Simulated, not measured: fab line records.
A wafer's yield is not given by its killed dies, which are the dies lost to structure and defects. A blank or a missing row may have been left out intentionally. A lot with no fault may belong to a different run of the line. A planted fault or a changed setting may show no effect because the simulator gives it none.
fab line records -- flow nandHarc
record: lots: 7, wafers: 21, lastDay: 23
route steps=1159 shown A_M1@1047 A_BONDPAD@1059 END@1159
lots untouched by any fault: they come from a run of this same line in which no faults occurred
startH: the number of hours between the record's first day and the start of the first shown wafer of the lot -- waitH: hours from the lot's prior step to this one -- " same as the row above -- L1.1+2: a row that stands for several wafers -- - no value, or no start given -- * or withheld: withheld -- < > ~ a bound
route shown NAME@n: NAME is a module with steps in the file, n the number in the route of the first one -- usual: mean and standard deviation over wafers with no fault -- same: alike in all rows -- chamber/n: place in a boat -- sites: each site's reading -- _std_site: the values' standard deviation -- _edge_site: inner sites' mean taken away from outer sites' mean -- radiusMm: for every site, how far away it sits from the centre of the wafer -- mask NAME#n: copy n -- behind: the last tool/chamber to shape the wafer -- hold: why the lot was held/for how many hours/how that ended -- device: the transistor (n, p or np) that didn't switch -- end of line: the tests these same wafers got at the end of their route -- a step given without rows: its recipe and nothing more -- killed: not the wafer's yield, but the dies lost to structure and defects at the first sort -- map: shows each die of a wafer: x if killed, . if not, _ if none is there
set.NAME: the setting as run; set.NAME@STEP: as run at that earlier step -- model.NAME: the simulator's own value behind a step, which no gauge read
a table for each step, a row for each wafer; lots at some steps of the route
services: the hour from which a tool's chamber was out of use, counted from the record's first day as startH (under 0 if before that day), plus the number of hours and why
== steps ==
step: NHARC_A_M1_PRE_CLEAN_30
recipe: timeS: 30, tempC: 280, gas: H2/He
usual: heaterPowerW: 417/60
lot.wafer,tool,chamber,startH,waitH,heaterPowerW
L282.3,pvdSputter-02,-,-,-,392
L282.4,pvdSputter-02,-,-,-,378
L282.1,pvdSputter-02,-,-,-,435
L281.2,pvdSputter-03,-,-,-,480
L281.4,pvdSputter-03,-,-,-,367
L281.6,pvdSputter-03,-,-,-,368
L283.3,pvdSputter-03,-,-,-,399
L283.4,pvdSputter-03,-,-,-,492
L283.5,pvdSputter-03,-,-,-,495
L287.3,pvdSputter-03,-,-,-,356
L287.1,pvdSputter-03,-,-,-,361
L287.6,pvdSputter-03,-,-,-,346
L290.4,pvdSputter-02,-,-,-,533
L290.6,pvdSputter-02,-,-,-,516
L290.5,pvdSputter-02,-,-,-,438
L291.3,pvdSputter-01,-,-,-,420
L291.1,pvdSputter-01,-,-,-,372
L291.2,pvdSputter-01,-,-,-,318
L289.1,pvdSputter-03,-,-,-,366
L289.2,pvdSputter-03,-,-,-,371
L289.3,pvdSputter-03,-,-,-,482
step: NHARC_A_M1_PVD_20
recipe: targetThkA: 50, biasV: 168.6, powerW: 15000, chamberPressurePa: 0.12, timeS: 8.06, substrateTempC: 50, material: TaN
usual: throttleValvePct: 29.6/0.92
lot.wafer,tool,chamber,startH,waitH,throttleValvePct
L282.4,pvdSputter-02,-,-,-,28.7
L282.3,pvdSputter-02,-,-,-,30.9
L282.1,pvdSputter-02,-,-,-,30.2
L281.2,pvdSputter-03,-,-,-,29.7
L281.4,pvdSputter-03,-,-,-,31.7
L281.6,pvdSputter-03,-,-,-,31.3
L283.3,pvdSputter-03,-,-,-,29.5
L283.4,pvdSputter-03,-,-,-,31.6
L283.5,pvdSputter-03,-,-,-,29.5
L287.3,pvdSputter-03,-,-,-,30.8
L287.1,pvdSputter-03,-,-,-,29.5
L287.6,pvdSputter-03,-,-,-,28.0
L290.4,pvdSputter-02,-,-,-,29.7
L290.6,pvdSputter-02,-,-,-,29.8
L290.5,pvdSputter-02,-,-,-,29.4
L291.1,pvdSputter-01,-,-,-,29.9
L291.3,pvdSputter-01,-,-,-,30.0
L291.2,pvdSputter-01,-,-,-,28.7
L289.2,pvdSputter-03,-,-,-,29.1
L289.1,pvdSputter-03,-,-,-,28.8
L289.3,pvdSputter-03,-,-,-,28.0
step: NHARC_A_M1_PVD_21
recipe: targetThkA: 300, chamberPressurePa: 5, powerW: 5000, substrateTempC: 30, timeS: 20.49, material: Cu
usual: throttleValvePct: 29.7/0.89
lot.wafer,tool,chamber,startH,waitH,throttleValvePct
L282.3,pvdSputter-02,-,-,-,31.1
L282.4,pvdSputter-02,-,-,-,29.3
L282.1,pvdSputter-02,-,-,-,28.7
L281.4,pvdSputter-03,-,-,-,31.6
L281.2,pvdSputter-03,-,-,-,29.7
L281.6,pvdSputter-03,-,-,-,29.7
L283.4,pvdSputter-03,-,-,-,28.5
L283.3,pvdSputter-03,-,-,-,29.7
L283.5,pvdSputter-03,-,-,-,31.3
L287.3,pvdSputter-03,-,-,-,31.1
L287.1,pvdSputter-03,-,-,-,28.0
L287.6,pvdSputter-03,-,-,-,30.8
L290.4,pvdSputter-02,-,-,-,28.8
L290.5,pvdSputter-02,-,-,-,29.7
L290.6,pvdSputter-02,-,-,-,29.2
L291.3,pvdSputter-01,-,-,-,30.7
L291.2,pvdSputter-01,-,-,-,28.8
L291.1,pvdSputter-01,-,-,-,30.3
L289.2,pvdSputter-03,-,-,-,29.4
L289.1,pvdSputter-03,-,-,-,29.3
L289.3,pvdSputter-03,-,-,-,27.9
step: NHARC_A_M1_ECD_22
recipe: targetThkA: 4000, bathTempC: 25, material: Cu
step: NHARC_A_M1_ANNEAL_31
recipe: tempC: 225, timeS: 90
usual: wafer_temp_C_max: 226.5/0.47
lot.wafer,tool,chamber,startH,waitH,wafer_temp_C_max
L282.1,rtpAnneal-01,0,414.53,0.3,226.0
L282.3,rtpAnneal-01,0,414.53,0.3,226.1
L282.4,rtpAnneal-01,0,414.53,0.3,226.2
L281.2,rtpAnneal-01,0,434.15,0.3,225.6
L281.4,rtpAnneal-01,0,434.15,0.3,226.3
L281.6,rtpAnneal-01,0,434.15,0.3,226.4
L283.3,rtpAnneal-02,0,435.30,0.3,227.4
L283.4,rtpAnneal-02,0,435.30,0.3,226.8
L283.5,rtpAnneal-02,0,435.30,0.3,226.3
L287.1,rtpAnneal-01,0,469.81,0.3,225.8
L287.3,rtpAnneal-01,0,469.81,0.3,226.9
L287.6,rtpAnneal-01,0,469.81,0.3,225.7
L290.4,rtpAnneal-02,0,505.20,0.3,226.5
L290.5,rtpAnneal-02,0,505.20,0.3,226.8
L290.6,rtpAnneal-02,0,505.20,0.3,226.6
L291.1,rtpAnneal-02,0,505.51,0.3,227.3
L291.2,rtpAnneal-02,0,505.51,0.3,226.5
L291.3,rtpAnneal-02,0,505.51,0.3,226.5
L289.1,rtpAnneal-02,0,510.72,-,226.6
L289.2,rtpAnneal-02,0,510.72,-,226.3
L289.3,rtpAnneal-02,0,510.72,-,227.1
step: NHARC_A_M1_CMP_23
recipe: tOverpolishS: 20, targetThkNm: 154.34
step: NHARC_A_M1_THK_MEAS_24
recipe: thkMeasGauge: xrf
usual: thkNm: 154.7/1.4
lot.wafer,tool,chamber,startH,waitH,thkNm
L282.1,filmMetro-02,-,415.18,-,154.5
L282.3,filmMetro-02,-,415.18,-,155.3
L282.4,filmMetro-02,-,415.18,-,155.2
L281.2,filmMetro-02,-,434.76,-,154.4
L281.4,filmMetro-02,-,434.76,-,154.0
L281.6,filmMetro-02,-,434.76,-,157.1
L283.3,filmMetro-01,-,435.86,-,155.9
L283.4,filmMetro-01,-,435.86,-,154.4
L283.5,filmMetro-01,-,435.86,-,155.9
L287.1,filmMetro-02,-,470.47,-,154.5
L287.3,filmMetro-02,-,470.47,-,155.2
L287.6,filmMetro-02,-,470.47,-,152.1
L290.4,filmMetro-01,-,505.71,-,154.8
L290.5,filmMetro-01,-,505.71,-,156.0
L290.6,filmMetro-01,-,505.71,-,154.6
L291.1,filmMetro-01,-,506.17,-,154.5
L291.2,filmMetro-01,-,506.17,-,153.6
L291.3,filmMetro-01,-,506.17,-,153.8
L289.1,filmMetro-01,-,511.38,-,154.1
L289.2,filmMetro-01,-,511.38,-,155.2
L289.3,filmMetro-01,-,511.38,-,154.3
step: NHARC_A_M1_SRD_25
step: NHARC_A_M1_INSPECT_27
usual: rawDefectCount: 477/150
lot.wafer,tool,chamber,startH,waitH,rawDefectCount
L282.1,defectInspect-01,-,415.34,0.0,306
L282.3,defectInspect-01,-,415.34,0.0,431
L282.4,defectInspect-01,-,415.34,0.0,369
L281.2,defectInspect-02,-,434.92,0.0,300
L281.4,defectInspect-02,-,434.92,0.0,446
L281.6,defectInspect-02,-,434.92,0.0,465
L283.3,defectInspect-02,-,436.02,0.0,353
L283.4,defectInspect-02,-,436.02,0.0,415
L283.5,defectInspect-02,-,436.02,0.0,467
L287.1,defectInspect-01,-,470.63,0.0,352
L287.3,defectInspect-01,-,470.63,0.0,287
L287.6,defectInspect-01,-,470.63,0.0,311
L290.4,defectInspect-01,-,505.87,0.0,286
L290.5,defectInspect-01,-,505.87,0.0,319
L290.6,defectInspect-01,-,505.87,0.0,308
L291.1,defectInspect-02,-,506.32,0.0,406
L291.2,defectInspect-02,-,506.32,0.0,375
L291.3,defectInspect-02,-,506.32,0.0,478
L289.1,defectInspect-01,-,511.54,0.0,332
L289.2,defectInspect-01,-,511.54,0.0,512
L289.3,defectInspect-01,-,511.54,0.0,368
step: NHARC_A_M1_PRE_CLEAN_32
recipe: timeS: 12, tempC: 370, rfPowerW: 300, gas: NH3
usual: heaterPowerW: 671/110
lot.wafer,tool,chamber,startH,waitH,heaterPowerW
L282.3,pecvd-04,1,415.42,0.1,657
L282.1,pecvd-04,2,415.42,0.1,564
L282.4,pecvd-04,0,415.42,0.1,689
L281.2,pecvd-01,0,435.02,0.1,553
L281.6,pecvd-01,1,435.02,0.1,974
L281.4,pecvd-01,2,435.02,0.1,693
L283.3,pecvd-04,2,436.09,0.1,551
L283.5,pecvd-04,0,436.09,0.1,740
L283.4,pecvd-04,1,436.09,0.1,754
L287.1,pecvd-02,2,470.69,0.1,691
L287.3,pecvd-02,1,470.69,0.1,545
L287.6,pecvd-02,2,470.69,0.1,699
L290.5,pecvd-01,1,505.97,0.1,967
L290.4,pecvd-01,2,505.97,0.1,652
L290.6,pecvd-01,0,505.97,0.1,598
L291.3,pecvd-01,2,506.39,0.1,602
L291.2,pecvd-01,0,506.39,0.1,567
L291.1,pecvd-01,1,506.39,0.1,928
L289.3,pecvd-04,0,511.61,0.1,630
L289.1,pecvd-04,1,511.61,0.1,744
L289.2,pecvd-04,2,511.61,0.1,624
step: NHARC_A_M1_DEP_33
recipe: targetThkA: 300, tempC: 370, targetThkNm: 30, pressureTorr: 3, flowSccm: 200, rfW: 450, material: SiCN
step: NHARC_A_BONDPAD_DEP_00
recipe: targetThkA: 2500, tempC: 370, targetThkNm: 250, pressureTorr: 3, flowSccm: 200, rfW: 450, material: SiCN
usual: heaterPowerW: 569/64
lot.wafer,tool,chamber,startH,waitH,heaterPowerW
L282.3,pecvd-03,0,416.09,-,457
L282.1,pecvd-03,1,416.09,-,465
L282.4,pecvd-03,2,416.09,-,639
L281.2,pecvd-04,2,435.67,-,569
L281.4,pecvd-04,2,435.67,-,585
L281.6,pecvd-04,0,435.67,-,624
L283.3,pecvd-03,1,436.90,-,507
L283.4,pecvd-03,1,436.90,-,517
L283.5,pecvd-03,0,436.90,-,536
L287.3,pecvd-03,1,471.33,-,536
L287.1,pecvd-03,0,471.33,-,509
L287.6,pecvd-03,0,471.33,-,510
L290.4,pecvd-03,2,506.70,-,630
L290.5,pecvd-03,0,506.70,-,492
L290.6,pecvd-03,1,506.70,-,573
L291.1,pecvd-03,1,507.06,-,573
L291.3,pecvd-03,2,507.06,-,545
L291.2,pecvd-03,0,507.06,-,491
L289.1,pecvd-03,2,512.24,-,525
L289.2,pecvd-03,0,512.24,-,496
L289.3,pecvd-03,1,512.24,-,558
step: NHARC_A_BONDPAD_CMP_29
recipe: targetThkNm: 200, material: SiCN
step: NHARC_A_BONDPAD_THK_MEAS_30
recipe: thkMeasGauge: ellipsometry
usual: thkNm: 200.0/1.5
lot.wafer,tool,chamber,startH,waitH,thkNm
L282.1,filmMetro-02,-,416.71,0.2,196.3
L282.3,filmMetro-02,-,416.71,0.2,200.6
L282.4,filmMetro-02,-,416.71,0.2,200.5
L281.2,filmMetro-02,-,436.28,0.2,197.2
L281.4,filmMetro-02,-,436.28,0.2,197.9
L281.6,filmMetro-02,-,436.28,0.2,201.0
L283.3,filmMetro-01,-,437.56,0.2,201.8
L283.4,filmMetro-01,-,437.56,0.2,200.3
L283.5,filmMetro-01,-,437.56,0.2,201.0
L287.1,filmMetro-02,-,471.98,0.2,200.1
L287.3,filmMetro-02,-,471.98,0.2,197.7
L287.6,filmMetro-02,-,471.98,0.2,198.9
L290.4,filmMetro-01,-,507.23,0.2,170.5
L290.5,filmMetro-01,-,507.23,0.2,200.0
L290.6,filmMetro-01,-,507.23,0.2,200.7
L291.1,filmMetro-01,-,507.72,0.1,198.7
L291.2,filmMetro-01,-,507.72,0.1,198.8
L291.3,filmMetro-01,-,507.72,0.1,172.0
L289.1,filmMetro-02,-,512.90,0.2,173.5
L289.2,filmMetro-02,-,512.90,0.2,201.0
L289.3,filmMetro-02,-,512.90,0.2,200.9
step: NHARC_A_BONDPAD_SRD_31
step: NHARC_END_SORT_01
recipe: tempC: 25
usual: defectLimitedYield: 95.7/1.5, killedAtArray: 25/9.8, killedAtOther: 0.8/1.1, killedAtPeriphery: 3.3/2.1, killedDies: 29/10, killedOpen: 3.3/1.8, killedShort: 1.9/1.4, sort_bin_2_pct: 1.3/0.6, sort_bin_3_pct: 0.25/0.23, sort_bin_4_pct: 2.8/0.97, sortNPass: 648/10, sortRimYieldPct: 95/3.2, sortYieldPct: 95.7/1.5
same: grossDies: 677, sort_bin_5_pct[%]: 0, sort_bin_6_pct[%]: 0, sort_bin_7_pct[%]: 0, sort_bin_8_pct[%]: 0, sortRimNGross: 106.00
lot.wafer,tool,chamber,startH,waitH,defectLimitedYield[%],killedAtArray,killedAtOther,killedAtPeriphery,killedDies,killedOpen,killedShort,sort_bin_2_pct[%],sort_bin_3_pct[%],sort_bin_4_pct[%],sortNPass,sortRimYieldPct[%],sortYieldPct[%]
L289.1,prober-01,0,540.44,2.5,96.5,22,0,2,24,4,2,1.0,0.59,1.9,653,92,96.5
killed by level:class
L289.1 A_CHANNEL_HOLE_D1:chamberFilmFlake=11 A_STAIRCASE:chamberFilmFlake=3 A_CONTACT:chamberFilmFlake=2 P_CONTACT:geometricParticle:open=1 A_CHANNEL_FILL_D1:geometricParticle:open=1 A_CHANNEL_FILL_D1:geometricParticle:short=1 A_WL_FILL:geometricParticle:short=1 A_CONTACT:geometricParticle:open=1
== services ==
tool,chamber,startH,hours,kind
pecvd-04,0,390.01,-,clean
pecvd-04,1,390.01,-,clean
pecvd-04,2,390.01,-,clean
pvdSputter-02,-,392.06,10.0,pm
pecvd-01,-,418.14,13.0,pm
pecvd-01,0,418.14,13.0,ventCycle
pecvd-01,1,418.14,13.0,ventCycle
pecvd-01,2,418.14,13.0,ventCycle
pvdSputter-01,-,423.68,14.6,repair
pecvd-01,0,431.14,-,clean
pecvd-01,1,431.14,-,clean
pecvd-01,1,440.65,8.3,repair
pvdSputter-01,-,452.56,1.1,repair
pvdSputter-03,-,456.19,2.4,repair
pecvd-03,-,473.00,13.0,pm
pecvd-03,0,473.00,13.0,ventCycle
pecvd-03,1,473.00,13.0,ventCycle
pecvd-03,2,473.00,13.0,ventCycle
pecvd-03,0,486.00,-,clean
pecvd-03,1,486.00,-,clean
pecvd-03,2,486.00,-,clean
pecvd-03,1,486.64,-,calibration
pvdSputter-03,-,487.68,5.5,repair
pecvd-01,0,508.29,8.7,repair
== key ==
firstSign: step: NHARC_A_BONDPAD_THK_MEAS_30, reading: thkNm, direction: down, sigmas: 18, usual: 200.0, struck: 172.0
effect none on later readings
metAt NHARC_A_BONDPAD_DEP_00
struckWafers L289.1,L290.4,L291.3
fault: kind: siteProfileDrift, tool: pecvd-03, chamber: 2, onsetH: 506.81, steps: NHARC_A_BONDPAD_DEP_00, basis: fraction, maxAbsDrift: 0.25344, slopeSharePerHr: 56.32, sitePattern: 0,0,0,0,0,-1,-1,-1,-1
